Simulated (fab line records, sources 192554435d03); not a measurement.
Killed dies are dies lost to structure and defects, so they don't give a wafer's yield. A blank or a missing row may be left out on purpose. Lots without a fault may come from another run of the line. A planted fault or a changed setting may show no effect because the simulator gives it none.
A struck lot beside a sound one | flow n5_finfet | 15 steps out of a route of 1938
Sound: wafers L965.2, L965.3, L965.6. Struck: wafers L969.2, L969.3, L969.6. The cause comes at the end.
At each step with rows: each side's tool, then ch and its chambers, then its first start. Under that, the readings that differ: sound wafers | struck wafers | difference of the means | sigmas: that difference in standard deviations of wafers without a fault.
alike: readings whose means differ by less than 2 such deviations, and words and numbers that are the same on both sides. not compared: withheld readings, readings that some wafer has no value for, bounds like >300 that may hide the same value, and numbers for which the record gives no deviation and whose values overlap.
The two part at a step that has a row with sigmas, a row that says differs or no value, or rows on one side only. Numbers that don't overlap but have no deviation are shown without sigmas and don't part them. A reading that every wafer of one side lacks parts them only if that side has two wafers or more.

N5_MOL_CONTACT_COAG_CD_MEAS_08: target cd 28 nm.
  sound on cd_sem-01 ch 0, day 5 11:39; struck on cd_sem-02 ch 0, day 6 09:05
  alike: cd_nm
N5_MOL_CONTACT_COAG_OVL_MEAS_09:
  sound on overlay-02 ch 0, day 5 11:41; struck on overlay-01 ch 0, day 6 09:07
  alike: CA_OVL
N5_MOL_CONTACT_COAG_INSPECT_10: inspects for defects (brightfield).
  sound on defect_inspect-01, day 5 11:44; struck on defect_inspect-01, day 6 09:10
  alike: raw_defect_count
N5_MOL_CONTACT_COAG_DESCUM_13: chemistry O2, time 7 s.
  sound on rie_diel-01 ch 0,2, day 5 11:47; struck on rie_diel-03 ch 0,3, day 6 09:13
  reading                | sound             | struck            | difference | sigmas
  oes_product_au (a.u.)  | 0.98 0.83 0.97    | 0.73 0.69 0.72    | -0.21      | -2
  throttle_valve_pct (%) | 20.26 20.30 20.26 | 20.73 20.36 20.74 | +0.34      | +2
  alike: chamber_pressure_mTorr, drypump_motor_current_A, rf_vpp_V, showerhead_plenum_p_Torr, temp_c
  not compared: rf_hours_counter_h
N5_MOL_CONTACT_COAG_ETCH_59: etches underlayer in N2/H2, target depth 13 nm, time 10.4 s.
  sound on rie_diel-01 ch 0,2, day 5 11:49; struck on rie_diel-03 ch 0,3, day 6 09:14
  reading                | sound             | struck            | difference | sigmas
  oes_product_au (a.u.)  | 0.84 0.71 0.84    | 0.63 0.59 0.63    | -0.18      | -2
  throttle_valve_pct (%) | 17.63 17.62 17.64 | 18.20 17.76 18.18 | +0.42      | +2
  alike: bias_w, chamber_pressure_mTorr, drypump_motor_current_A, etch_rf_on_time_s, rf_vpp_V, showerhead_plenum_p_Torr
  not compared: rf_hours_counter_h
then, 1 step without rows for these wafers: N5_MOL_CONTACT_COAG_ETCH_105 (etches SiARC in CF4, target depth 15.6 nm, time 26 s).
N5_MOL_CONTACT_COAG_ETCH_106: etches SOC in N2/H2, target depth 80 nm, overetch 16 nm, time 120 s.
  sound on rie_diel-01 ch 0,2, day 5 11:52; struck on rie_diel-03 ch 0,3, day 6 09:17
  reading                | sound             | struck            | difference | sigmas
  oes_product_au (a.u.)  | 0.87 0.75 0.87    | 0.65 0.62 0.65    | -0.19      | -2
  throttle_valve_pct (%) | 17.61 17.59 17.60 | 18.17 17.75 18.15 | +0.42      | +2
  alike: bias_w, chamber_pressure_mTorr, drypump_motor_current_A, rf_vpp_V, showerhead_plenum_p_Torr, temp_c
  not compared: rf_hours_counter_h
then, 2 steps without rows for these wafers: N5_MOL_CONTACT_COAG_STRIP_107 (strips in N2/H2); N5_MOL_CONTACT_COAG_STRIP_108 (strips in N2/H2).
N5_MOL_CONTACT_COAG_CONTACT_ETCH_14: etches SiO2 in C4F6/O2, target depth 27.5 nm, overetch 8.5 nm, time 20 s.
  sound on rie_diel-01 ch 0,2, day 5 11:58; struck on rie_diel-03 ch 0,3, day 6 09:23
  reading               | sound          | struck         | difference | sigmas
  oes_f_703_au (a.u.)   | 0.97 0.82 0.96 | 0.74 0.70 0.74 | -0.19      | -2
  oes_product_au (a.u.) | 0.83 0.70 0.83 | 0.63 0.59 0.63 | -0.17      | -2
  alike: bias_w, chamber_pressure_mTorr, drypump_motor_current_A, rf_vpp_V, showerhead_plenum_p_Torr, throttle_valve_pct
  not compared: rf_hours_counter_h
then, 1 step without rows for these wafers: N5_MOL_CONTACT_COAG_STRIP_109 (strips in C4F6/O2).
N5_MOL_CONTACT_COAG_ETCH_15: etches SiNx in CH3F/O2, stops on Si:P, target depth 7 nm.
  sound on rie_diel-01 ch 0,2, day 5 11:59; struck on rie_diel-03 ch 0,3, day 6 09:26
  reading                        | sound                | struck               | difference | sigmas
  chamber_pressure_mTorr (mTorr) | 29.941 30.024 29.963 | 30.019 30.046 30.047 | +0.061     | +2
  oes_f_703_au (a.u.)            | 0.96 0.82 0.96       | 0.73 0.70 0.74       | -0.19      | -2
  oes_product_au (a.u.)          | 0.71 0.60 0.71       | 0.54 0.51 0.53       | -0.15      | -2
  alike: bias_w, drypump_motor_current_A, rf_vpp_V, showerhead_plenum_p_Torr, throttle_valve_pct
  not compared: rf_hours_counter_h
N5_MOL_CONTACT_COAG_ETCH_110: etches Si in CF4/O2, target depth 2.5 nm, time 8 s.
  sound on rie_diel-01 ch 0,2, day 5 12:03; struck on rie_diel-03 ch 0,3, day 6 09:29
  reading                  | sound             | struck            | difference | sigmas
  bias_w (W)               | 11.99 12.01 12.00 | 13.68 13.67 13.67 | +1.67      | +42
  oes_f_703_au (a.u.)      | 0.96 0.82 0.97    | 0.74 0.70 0.74    | -0.19      | -2
  oes_product_au (a.u.)    | 0.98 0.83 0.98    | 0.76 0.72 0.76    | -0.18      | -2
  rf_vpp_V (V)             | 130.3 128.1 129.7 | 143.3 142.0 142.1 | +13.1      | +7
  throttle_valve_pct (%)   | 10.39 10.55 10.39 | 11.04 10.95 11.04 | +0.57      | +2
  model.etch.depth_nm (nm) | 2.51 2.501 2.532  | 2.642 2.672 2.642 | +0.138     |
  alike: chamber_pressure_mTorr, drypump_motor_current_A, showerhead_plenum_p_Torr
  not compared: rf_hours_counter_h
then, 1 step without rows for these wafers: N5_MOL_CONTACT_COAG_STRIP_98 (strips in N2/H2).
N5_PASSIVATION_PROBE_49:
  the record has rows for the sound wafers here (prober-01, day 15 09:14) and none for the struck ones

WHERE THEY PART
First at N5_MOL_CONTACT_COAG_DESCUM_13; last, within this record, at N5_PASSIVATION_PROBE_49.

WHY: what the simulator had put in
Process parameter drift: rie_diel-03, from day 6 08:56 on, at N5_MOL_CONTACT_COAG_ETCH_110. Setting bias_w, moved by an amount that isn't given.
